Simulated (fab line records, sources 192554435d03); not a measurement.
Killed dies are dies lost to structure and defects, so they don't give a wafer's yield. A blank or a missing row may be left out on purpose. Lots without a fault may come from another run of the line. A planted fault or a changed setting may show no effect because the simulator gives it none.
A struck lot beside a sound one | flow n5_finfet | 15 steps out of a route of 1938
Sound: wafers L134.2, L134.3, L134.6. Struck: wafer L148.1. (L148.2 of the same lot was not struck and is left out.) The cause comes at the end.
At each step with rows: each side's tool, then ch and its chambers, then its first start. Under that, the readings that differ: sound wafers | struck wafers | difference of the means | sigmas: that difference in standard deviations of wafers without a fault.
alike: readings whose means differ by less than 2 such deviations, and words and numbers that are the same on both sides. not compared: withheld readings, readings that some wafer has no value for, bounds like >300 that may hide the same value, and numbers for which the record gives no deviation and whose values overlap.
The two part at a step that has a row with sigmas, a row that says differs or no value, or rows on one side only. Numbers that don't overlap but have no deviation are shown without sigmas and don't part them. A reading that every wafer of one side lacks parts them only if that side has two wafers or more.

first, 7 steps without rows for these wafers: N5_BEOL_M4_COAT_76 (time 60 s, resist thk 5 nm); N5_BEOL_M4_COAT_22 (resist thk 30 nm); N5_BEOL_M4_EBR_24; N5_BEOL_M4_SOFTBAKE_23 (time 60 s); N5_BEOL_M4_EXPOSE_25 (exposes mask V3, defocus 5 nm); N5_BEOL_M4_PEB_26 (peb time 60 s); N5_BEOL_M4_DEVELOP_27 (develop time 30 s).
N5_BEOL_M4_CD_MEAS_28: target cd 26.2 nm, target cd y 24.1 nm.
  sound on cd_sem-02 ch 0, day 8 22:29; struck on cd_sem-03 ch 0, day 13 03:08
  alike: cd_nm
N5_BEOL_M4_OVL_MEAS_29:
  sound on overlay-02 ch 0, day 8 22:31; struck on overlay-01 ch 0, day 13 03:10
  alike: V3_OVL
N5_BEOL_M4_INSPECT_30: inspects for defects (brightfield).
  sound on defect_inspect-01, day 8 22:34; struck on defect_inspect-01, day 13 03:13
  reading          | sound       | struck | difference | sigmas
  raw_defect_count | 402 412 424 | 724    | +311       | +4
N5_BEOL_M4_DESCUM_33: chemistry O2, time 7 s.
  sound on rie_diel-05 ch 0,1, day 8 22:36; struck on rie_diel-04 ch 3, day 13 03:23
  reading      | sound             | struck | difference | sigmas
  rf_vpp_V (V) | 241.7 241.4 241.1 | 244.3  | +2.9       | +2
  alike: drypump_motor_current_A, oes_product_au, showerhead_plenum_p_Torr, throttle_valve_pct
  not compared: rf_hours_counter_h
N5_BEOL_M4_ETCH_77: etches underlayer in N2/H2, target depth 6.5 nm, time 5.2 s.
  sound on rie_diel-05 ch 0,1, day 8 22:38; struck on rie_diel-04 ch 3, day 13 03:25
  reading               | sound          | struck | difference | sigmas
  etch_rf_on_time_s (s) | 5.17 5.05 5.14 | 5.29   | +0.17      | +2
  oes_product_au (a.u.) | 0.77 0.72 0.73 | 0.58   | -0.16      | -2
  alike: bias_w, drypump_motor_current_A, rf_vpp_V, showerhead_plenum_p_Torr, throttle_valve_pct
  not compared: rf_hours_counter_h
N5_BEOL_M4_ETCH_69: etches SiARC in CF4, target depth 15.6 nm, time 26 s.
  sound on rie_diel-05 ch 0,1, day 8 22:39; struck on rie_diel-04 ch 3, day 13 03:26
  reading               | sound          | struck | difference | sigmas
  etch_rf_on_time_s (s) | 25.9 25.4 25.3 | 18.4   | -7.1       | -17
  alike: bias_w, drypump_motor_current_A, oes_product_au, rf_vpp_V, showerhead_plenum_p_Torr, throttle_valve_pct
  not compared: rf_hours_counter_h
N5_BEOL_M4_ALD_98: deposits SiO2, target thk 2.5 nm, pulse time 1 s, co reactant pulse time 1 s.
  sound on ald_sin-03 ch 0,2,3, day 8 23:43; struck on ald_sin-04 ch 1, day 13 03:31
  alike: chamber_pressure_Torr, heater_power_w, precursor_pulse_height_rel, susceptor_temp_C
N5_BEOL_M4_RC_MEAS_101:
  sound on prober-01 ch 0, day 9 10:38; struck on prober-02 ch 0, day 13 19:33
  alike: DIBL_N, DIBL_P, IOFF_N, IOFF_P, ION_N, ION_P, SS_N, SS_P, VT_N, VT_P

WHERE THEY PART
First at N5_BEOL_M4_INSPECT_30; last, within this record, at N5_BEOL_M4_ETCH_69. Later steps at which nothing parts them and some readings are alike: N5_BEOL_M4_ALD_98, N5_BEOL_M4_RC_MEAS_101.

WHY: what the simulator had put in
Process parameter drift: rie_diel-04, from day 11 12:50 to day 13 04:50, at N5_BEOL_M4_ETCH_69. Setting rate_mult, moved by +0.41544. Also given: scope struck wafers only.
